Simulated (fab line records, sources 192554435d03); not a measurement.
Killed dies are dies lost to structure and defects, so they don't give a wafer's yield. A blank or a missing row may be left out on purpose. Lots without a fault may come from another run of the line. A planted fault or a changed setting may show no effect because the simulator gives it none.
Which tool did it? | flow n5_finfet | 14 lots, 41 wafers sampled, at 3 steps of a route of 1938

WHAT THE GAUGES READ, wafer by wafer
N5_BEOL_M11_CD_MEAS_18: pitch 140 nm, target cd 70 nm. Usual: cd_nm 69.8 nm, standard deviation 0.67.
lot  | measured     | on        | cd_nm (nm)     | flag
L145 | day 16 02:24 | cd_sem-01 | 70.2 69.0 69.3 |
L148 | day 16 09:19 | cd_sem-01 | 69.9 69.6 69.6 |
L147 | day 17 07:56 | cd_sem-01 | 71.5 70.5 70.8 |
L149 | day 18 06:04 | cd_sem-02 | 68.8 69.3 70.2 |
L150 | day 18 14:35 | cd_sem-01 | 70.3 69.5 70.0 |
L154 | day 18 15:12 | cd_sem-01 | 70.8 70.1 69.6 |
L146 | day 19 10:25 | cd_sem-01 | 70.4 70.5 70.6 |
L151 | day 20 02:00 | cd_sem-01 | 70.3 68.7 70.8 |
L152 | day 20 05:38 | cd_sem-03 | 69.1 69.8 70.2 |
L155 | day 20 08:59 | cd_sem-01 | 70.1 69.5 70.4 |
L157 | day 20 11:49 | cd_sem-01 | 71.1 70.3 70.8 |
L156 | day 20 12:55 | cd_sem-01 | 69.6 69.4 70.3 |
L166 | day 22 17:00 | cd_sem-02 | 69.7 68.8 69.5 |
L167 | day 22 21:49 | cd_sem-01 | 69.5 69.8      |

WHICH TOOL RAN EACH LOT (tool, then ch and the chambers of the sampled wafers, then the start)
lot  | N5_BEOL_M11_ETCH_61                | N5_BEOL_M11_HM_OPEN_17
L145 | rie_diel-04 ch 0,1,3, day 16 01:59 | rie_metal-02 ch 0,1, day 16 02:13
L148 | rie_diel-05 ch 1,2, day 16 08:49   | rie_metal-01 ch 0,1, day 16 09:04
L147 | rie_diel-01 ch 1,2, day 17 07:25   | rie_metal-01 ch 1, day 17 07:40
L149 | rie_diel-05 ch 0,2,3, day 18 05:38 | rie_metal-02 ch 0,1, day 18 05:52
L150 | rie_diel-05 ch 0,1,3, day 18 14:02 | rie_metal-01 ch 0,1, day 18 14:17
L154 | rie_diel-05 ch 0,1,3, day 18 14:43 | rie_metal-02 ch 0,1, day 18 15:01
L146 | rie_diel-01 ch 0,3, day 19 09:52   | rie_metal-03 ch 0, day 19 10:08
L151 | rie_diel-04 ch 0,3, day 20 01:32   | rie_metal-03 ch 0,1, day 20 01:47
L152 | rie_diel-05 ch 0,1, day 20 05:13   | rie_metal-03 ch 0,1, day 20 05:28
L155 | rie_diel-04 ch 0,1,2, day 20 08:26 | rie_metal-02 ch 0,1, day 20 08:40
L157 | rie_diel-04 ch 0,1,2, day 20 09:56 | rie_metal-02 ch 0,1, day 20 11:27
L156 | rie_diel-04 ch 1,2, day 20 12:24   | rie_metal-03 ch 0,1, day 20 12:38
L166 | rie_diel-04 ch 0,2, day 22 16:35   | rie_metal-01 ch 0,1, day 22 16:49
L167 | rie_diel-04 ch 2,3, day 22 21:23   | rie_metal-03 ch 0,1, day 22 21:38
- N5_BEOL_M11_ETCH_61: etches SiARC in CF4, target depth 39 nm, time 65 s.
- N5_BEOL_M11_HM_OPEN_17: chemistry Cl2/BCl3, target TiN, target depth 20 nm, overetch 6 nm.

WHAT THE TOOLS THEMSELVES READ (means of the sampled wafers that have a number; where no wafer has one, the mark that the record gives instead)
N5_BEOL_M11_ETCH_61. Usual: drypump_motor_current_A 5.6 A, standard deviation 0.38; etch_rf_on_time_s 65.5 s, standard deviation 1.4; oes_product_au 0.69 a.u., standard deviation 0.075; rf_vpp_V 183.9 V, standard deviation 1.1; showerhead_plenum_p_Torr 2.13 Torr, standard deviation 0.048; throttle_valve_pct 15.50 %, standard deviation 0.17.
lot  | tool        | drypump_motor_current_A (A) | etch_rf_on_time_s (s) | oes_product_au (a.u.) | rf_vpp_V (V) | showerhead_plenum_p_Torr (Torr) | throttle_valve_pct (%) | flag
L145 | rie_diel-04 | 5.5                         | 66.4                  | 0.62                  | 183.9        | 2.17                            | 15.77                  |
L148 | rie_diel-05 | 5.8                         | 64.2                  | 0.71                  | 184.3        | 2.11                            | 15.42                  |
L147 | rie_diel-01 | 6.0                         | 65.2                  | 0.67                  | 184.4        | 2.16                            | 15.54                  |
L149 | rie_diel-05 | 5.6                         | 65.1                  | 0.72                  | 183.8        | 2.11                            | 15.44                  |
L150 | rie_diel-05 | 5.7                         | 66.2                  | 0.76                  | 183.3        | 2.10                            | 15.36                  |
L154 | rie_diel-05 | 5.7                         | 64.9                  | 0.76                  | 183.1        | 2.10                            | 15.35                  |
L146 | rie_diel-01 | 5.4                         | 67.1                  | 0.62                  | 183.0        | 2.07                            | 15.40                  |
L151 | rie_diel-04 | 5.5                         | 67.8                  | 0.61                  | 184.9        | 2.19                            | 15.72                  |
L152 | rie_diel-05 | 5.7                         | 65.2                  | 0.74                  | 182.7        | 2.09                            | 15.37                  |
L155 | rie_diel-04 | 5.3                         | 64.9                  | 0.73                  | 185.6        | 2.18                            | 15.56                  |
L157 | rie_diel-04 | 5.3                         | 65.3                  | 0.72                  | 184.4        | 2.18                            | 15.57                  |
L156 | rie_diel-04 | 5.3                         | 63.9                  | 0.78                  | 184.1        | 2.14                            | 15.50                  |
L166 | rie_diel-04 | 5.2                         | 66.3                  | 0.66                  | 185.2        | 2.21                            | 15.68                  |
L167 | rie_diel-04 | 5.4                         | 65.2                  | 0.76                  | 184.3        | 2.15                            | 15.27                  |

N5_BEOL_M11_HM_OPEN_17. Usual: drypump_motor_current_A 5.7 A, standard deviation 0.39; oes_product_au 0.71 a.u., standard deviation 0.054; throttle_valve_pct 21.98 %, standard deviation 0.22.
lot  | tool         | drypump_motor_current_A (A) | oes_product_au (a.u.) | throttle_valve_pct (%) | flag
L145 | rie_metal-02 | 5.9                         | 0.72                  | 21.97                  |
L148 | rie_metal-01 | 5.5                         | 0.69                  | 21.94                  |
L147 | rie_metal-01 | 4.9                         | 0.63                  | 21.97                  |
L149 | rie_metal-02 | 5.9                         | 0.72                  | 21.97                  |
L150 | rie_metal-01 | 5.5                         | 0.69                  | 21.95                  |
L154 | rie_metal-02 | 5.9                         | 0.73                  | 21.86                  |
L146 | rie_metal-03 | 6.1                         | 0.73                  | 21.77                  |
L151 | rie_metal-03 | 5.9                         | 0.75                  | 21.99                  |
L152 | rie_metal-03 | 5.7                         | 0.79                  | 22.20                  |
L155 | rie_metal-02 | 5.9                         | 0.70                  | 21.99                  |
L157 | rie_metal-02 | 5.9                         | 0.69                  | 21.99                  |
L156 | rie_metal-03 | 5.9                         | 0.75                  | 22.01                  |
L166 | rie_metal-01 | 5.2                         | 0.63                  | 21.99                  |
L167 | rie_metal-03 | 5.8                         | 0.72                  | 22.12                  |

THE ANSWER, worked out from the rows above alone
Rule: a lot is off if the mean of its wafers that have a number lies more than 3 standard deviations from the usual mean. A lot without any number at a reading at which 4 lots or more have one is off too. The other lots that the step has rows for count as sound. The gauges are gone through in route order, then the tools' own readings, and for those a lot's mean is taken as printed above. The first step at which some lot is off is used, and at that step the reading that is off furthest; a lot without a number counts as furthest.
No lot is off at any reading shown: from this, nothing can be told.

WHAT THE SIMULATOR HAD PUT IN
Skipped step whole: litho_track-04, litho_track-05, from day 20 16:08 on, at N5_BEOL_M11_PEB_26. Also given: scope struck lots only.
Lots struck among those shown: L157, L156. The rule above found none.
